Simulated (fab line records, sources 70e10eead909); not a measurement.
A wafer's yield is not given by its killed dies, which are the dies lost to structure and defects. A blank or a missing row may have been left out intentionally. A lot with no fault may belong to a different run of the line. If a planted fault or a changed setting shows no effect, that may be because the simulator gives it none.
Comparing a struck lot with a sound one | flow nandHarc | 42 out of 1159 route steps
Sound: these wafers, L201.2, L201.3, L201.6. Struck: wafers L215.1, L215.4, L215.5. The cause is named last.
For every step that has rows: the tool of each side, followed by ch and its chambers, followed by its first start. Under that, the readings that differ: sound wafers | struck wafers | difference of the means | sigmas: that difference in standard deviations of wafers without a fault.
alike: readings whose means differ by less than 2 such deviations, and words and numbers that are the same on both sides. not compared: withheld readings, readings that some wafer has no value for, bounds like >300 that may hide the same value, and numbers for which the record gives no deviation and whose values overlap.
A row with sigmas, a row that says differs or no value, or rows on one side alone: a step with any of these is where the two part. Non-overlapping numbers with no deviation appear without sigmas and do not part them. Lack of a reading on every wafer of one side parts them only where that side has two or more wafers.

first, 6 steps without rows for these wafers: NHARC_A_CONTACT_ETCH_49 (etches the open film in N2/H2, target depth 260 nm, time 475.3 s); NHARC_A_CONTACT_ETCH_50 (etches the open film in CF4/CHF3, target depth 84.7 nm, time 42.4 s); NHARC_A_CONTACT_ETCH_51 (etches the open film in O2/COS, target depth 3600 nm, time 936 s); NHARC_A_CONTACT_ETCH_111 (etches the open film in C4F8/O2/Ar, time 140 s, target depth 700 nm); NHARC_A_CONTACT_ETCH_112 (etches the open film in C4F8/O2/Ar, time 94 s, target depth 922 nm); NHARC_A_CONTACT_ETCH_113 (etches the open film in C4F8/O2/Ar, time 94 s, target depth 922 nm).
NHARC_A_CONTACT_ETCH_114: etches the open film in C4F8/O2/Ar, time 94 s, target depth 922 nm.
  sound on harCapEtch-03 ch 0,1, day 17 13:45; struck on harCapEtch-01 ch 0,1, day 21 12:21
  not compared: rfHoursCounterH
NHARC_A_CONTACT_ETCH_115: etches the open film in C4F8/O2/Ar, time 94 s, target depth 922 nm.
  sound on harCapEtch-03 ch 0,1, day 17 13:50; struck on harCapEtch-01 ch 0,1, day 21 12:26
  not compared: rfHoursCounterH
then, 4 steps without rows for these wafers: NHARC_A_CONTACT_ETCH_116 (etches the open film in C4F8/O2/Ar, time 94 s, target depth 922 nm); NHARC_A_CONTACT_ETCH_117 (etches the open film in C4F8/O2/Ar, time 94 s, target depth 922 nm); NHARC_A_CONTACT_ETCH_118 (etches the open film in C4F8/O2/Ar, time 94 s, target depth 922 nm); NHARC_A_CONTACT_ETCH_119 (etches the open film in C4F8/O2/Ar, time 94 s, target depth 922 nm).
NHARC_A_CONTACT_ETCH_120: etches the open film in C4F8/O2/Ar, time 94 s, target depth 922 nm.
  sound on harCapEtch-03 ch 0,1, day 17 14:18; struck on harCapEtch-01 ch 0,1, day 21 12:54
  not compared: rfHoursCounterH
then, 1 step without rows for these wafers: NHARC_A_CONTACT_ETCH_121 (etches the open film in C4F8/O2/Ar, time 94 s, target depth 922 nm).
NHARC_A_CONTACT_ETCH_122: etches the open film in C4F8/O2/Ar, time 95 s, target depth 930 nm.
  sound on harCapEtch-03 ch 0,1, day 17 14:29; struck on harCapEtch-01 ch 0,1, day 21 13:05
  not compared: rfHoursCounterH
NHARC_A_CONTACT_ETCH_123: etches the open film in C4F8/O2/Ar, time 253 s, target depth 1090 nm.
  sound on harCapEtch-03 ch 0,1, day 17 14:34; struck on harCapEtch-01 ch 0,1, day 21 13:10
  not compared: rfHoursCounterH
then, 2 steps without rows for these wafers: NHARC_A_CONTACT_ETCH_90 (etches the open film in CH3F/O2, target depth 40 nm, time 85.7 s); NHARC_A_CONTACT_ETCH_96 (etches the open film in C4F6/O2, target depth 20 nm, time 10 s).
NHARC_A_CONTACT_CD_MEAS_53:
  sound: cdSem-03 at day 17 15:24; struck: cdSem-01 at day 21 14:22
  alike: cdNm
then, 18 steps without rows for these wafers: NHARC_A_CONTACT_STRIP_99 (strips in N2/H2); NHARC_A_CONTACT_STRIP_100 (strips in CF4/CHF3); NHARC_A_CONTACT_STRIP_101 (strips in O2/COS); NHARC_A_CONTACT_ETCH_102 (etches the open film in CF4/O2, target depth 70 nm, overetch 7 nm, time 38.5 s); NHARC_A_CONTACT_STRIP_55 (strips in O2); NHARC_A_CONTACT_STRIP_56 (strips in post etch residue remover, time 600 s); NHARC_A_CONTACT_DEP_57 (deposits aC, target thk 2800 nm); NHARC_A_CONTACT_DEP_58 (deposits SiON, target thk 60 nm); NHARC_A_CONTACT_DEHYDRATE_59 (time 120 s); NHARC_A_CONTACT_HMDS_60 (time 30 s); NHARC_A_CONTACT_COAT_61 (time 75 s); NHARC_A_CONTACT_COAT_62 (time 65 s); NHARC_A_CONTACT_COAT_63 (resist thk 90 nm); NHARC_A_CONTACT_SOFTBAKE_64 (time 55 s); NHARC_A_CONTACT_EBR_65; NHARC_A_CONTACT_EXPOSE_66 (exposes mask A CC 2); NHARC_A_CONTACT_PEB_67 (peb time 65 s); NHARC_A_CONTACT_DEVELOP_68 (develop time 35 s).
NHARC_A_CONTACT_CD_MEAS_69: target cd 200 nm.
  sound on cdSem-01 ch 0, day 17 19:32; struck on cdSem-03 ch 0, day 21 17:57
  alike: cdNm
NHARC_A_CONTACT_OVL_MEAS_70:
  sound: overlay-02 at day 17 19:37; struck: overlay-02 at day 21 18:02
  alike: overlayXNm, overlayYNm
then, 1 step without rows for these wafers: NHARC_A_CONTACT_DESCUM_74 (chemistry O2, time 3 s).
NHARC_A_CONTACT_ETCH_75: etches the open film in CF4, target depth 39 nm, time 65 s.
  sound on rieDiel-02 ch 0,1,2, day 17 19:49; struck on rieDiel-02 ch 0,3, day 21 18:14
reading   | sound           | struck            | difference | sigmas
biasW (W) | 99.5 99.6 100.0 | 100.6 100.6 101.0 | +1.0       | +3
  alike: drypumpMotorCurrentA, oesProductAu, rfVppV, showerheadPlenumPTorr, throttleValvePct
  not compared: rfHoursCounterH
-- record jumps: 3 days between struck wafers' starts before vs after; left off in module A_CONTACT, resumes in module END, first step shown is number 1159 of the route --
NHARC_END_SORT_01:
  only the struck wafers appear in the record here, on prober-02 ch 0 at day 24 16:44; the sound ones have no rows

WHERE THEY PART
Last at NHARC_END_SORT_01 as far as this record goes, first at NHARC_A_CONTACT_ETCH_75.

WHY: what the simulator had put in
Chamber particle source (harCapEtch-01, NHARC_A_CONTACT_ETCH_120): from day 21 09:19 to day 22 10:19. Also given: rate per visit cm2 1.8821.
